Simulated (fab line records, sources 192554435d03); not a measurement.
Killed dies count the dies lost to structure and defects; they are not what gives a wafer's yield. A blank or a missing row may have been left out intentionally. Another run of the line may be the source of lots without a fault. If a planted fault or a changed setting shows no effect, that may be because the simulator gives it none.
Split-lot experiment	flow n5-finfet	21 wafers read across 7 lots, on a route 1938 steps long

## ABOUT THE SPLIT
At N5_BEOL_M5_COAT_22 (resist thk 30 nm), the setting spin-rpm was moved away from the recipe's 1500 rpm on 10 of the 21 wafers read, by -3.0% to +10.7%. This setting was run at the recipe's value on the other wafers.

## FROM THE SPLIT TO THE READING: what the file shows between them, 7 steps
- N5_BEOL_M5_EBR_24
- N5_BEOL_M5_SOFTBAKE_23: time 60 s
- N5_BEOL_M5_EXPOSE_25: exposes mask V4, defocus 10 nm
- N5_BEOL_M5_PEB_26: peb time 60 s
- N5_BEOL_M5_DEVELOP_27: develop time 30 s
- N5_BEOL_M5_DESCUM_33: chemistry O2, time 7 s
- N5_BEOL_M5_ETCH_75: etches underlayer in N2/H2, target depth 6.5 nm, time 5.2 s

## THE READING
CAR-EUV_of_BEOL_M5_COAT_22.thk-nm (the simulator's own value, which no gauge read), in nm, at N5_BEOL_M5_ETCH_67 (etches SiARC in CF4, target depth 15.6 nm, time 26 s). The file does not state a usual value for it. Across the 11 wafers here that went through the recipe, the average is 11.0 nm and the standard deviation 0.29 nm.

wafer	tool, chamber at the split	spin-rpm as run, rpm	against the recipe	CAR-EUV_of_BEOL_M5_COAT_22.thk-nm, nm	against lot-mates on the recipe
L077.3	litho-track-02, 0	1643	+9.5%	10.2	-1.2
L077.4	litho-track-02, 0	1500	recipe	11.4	-
L077.5	litho-track-02, 0	1643	+9.5%	10.2	-1.2
L078.2	litho-track-03, 0	1500	recipe	11	-
L078.5	litho-track-03, 0	1500	recipe	11.4	-
L078.6	litho-track-03, 0	1500	recipe	11.4	-
L082.1	litho-track-01, 0	1455	-3.0%	11.8	no lot-mate on the recipe
L082.2	litho-track-01, 0	1455	-3.0%	11.4	no lot-mate on the recipe
L082.5	litho-track-01, 0	1455	-3.0%	11.6	no lot-mate on the recipe
L090.1	litho-track-01, 0	1661	+10.7%	9.4	-1.4
L090.3	litho-track-01, 0	1661	+10.7%	9.4	-1.4
L090.6	litho-track-01, 0	1500	recipe	10.8	-
L091.1	litho-track-02, 0	1641	+9.4%	9.6	-0.8
L091.3	litho-track-02, 0	1500	recipe	10.4	-
L091.4	litho-track-02, 0	1641	+9.4%	9.2	-1.2
L095.1	litho-track-02, 0	1583	+5.5%	10.2	-0.7
L095.3	litho-track-02, 0	1500	recipe	10.8	-
L095.5	litho-track-02, 0	1500	recipe	11	-
L097.1	litho-track-03, 0	1500	recipe	11	-
L097.2	litho-track-03, 0	1500	recipe	11	-
L097.4	litho-track-03, 0	1500	recipe	11	-

THE FIT
A straight line over all 21 wafers: CAR-EUV_of_BEOL_M5_COAT_22.thk-nm changes by -0.143 nm for each +1% of spin-rpm; r = -0.92; the points scatter about the line by 0.31 nm.
The same after taking each lot's own level away (the mean of its wafers on the recipe; 18 wafers): -0.122 nm for each +1%; r = -0.98; scatter 0.13 nm.
On that fit, the largest move of spin-rpm shifts the reading by 1.3 nm.
The lots' own levels span 10.40 to 11.40 nm, that is 3.5 times the standard deviation above.
So the lot-to-lot level changes the slope: the two fits differ.
Check: with one of the wafers moved furthest among these (+10.7%) left out of the fit, the line predicts -1.29 nm for it against its lot-mates. Against them it came out at -1.4 nm.

## OTHER SPLITS ON THESE WAFERS
These wafers also went through other splits before the reading. Each is held against what the fit with the lots' levels taken away leaves over:
other split on the same wafers	wafers away from the commonest value	r with CAR-EUV_of_BEOL_M5_COAT_22.thk-nm (lot level and that fit taken away)
N5_BEOL_M4_DESCUM_16 time-s	8	+0.01
N5_BEOL_M4_DESCUM_33 time-s	11	-0.24
N5_BEOL_M4_ETCH_70 time-s	7	+0.35
N5_BEOL_M5_COAT_66 spin-rpm	11	+0.24

## THE WHOLE CHAIN: every reading that the file lists as answering this split, in the file's order
step	what it does	reading	change (the file's fit)	r (the file's)
N5_BEOL_M5_COAT_22	resist thk 30 nm	CAR-EUV_of_BEOL_M5_COAT_22.thk-nm (the simulator's own value, which no gauge read)	-0.13 nm for each +1% of the setting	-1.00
N5_BEOL_M5_DEVELOP_27	develop time 30 s	CAR-EUV_of_BEOL_M5_COAT_22.thk-nm (the simulator's own value, which no gauge read)	-0.136 nm for each +1% of the setting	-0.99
N5_BEOL_M5_DESCUM_33	chemistry O2, time 7 s	CAR-EUV_of_BEOL_M5_COAT_22.thk-nm (the simulator's own value, which no gauge read)	-0.15 nm for each +1% of the setting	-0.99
N5_BEOL_M5_ETCH_67	etches SiARC in CF4, target depth 15.6 nm, time 26 s	CAR-EUV_of_BEOL_M5_COAT_22.thk-nm (the simulator's own value, which no gauge read)	-0.122 nm for each +1% of the setting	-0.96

## FILE'S OWN FIT
CAR-EUV_of_BEOL_M5_COAT_22.thk-nm changes by -0.122 nm for each +1% of spin-rpm, r = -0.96.
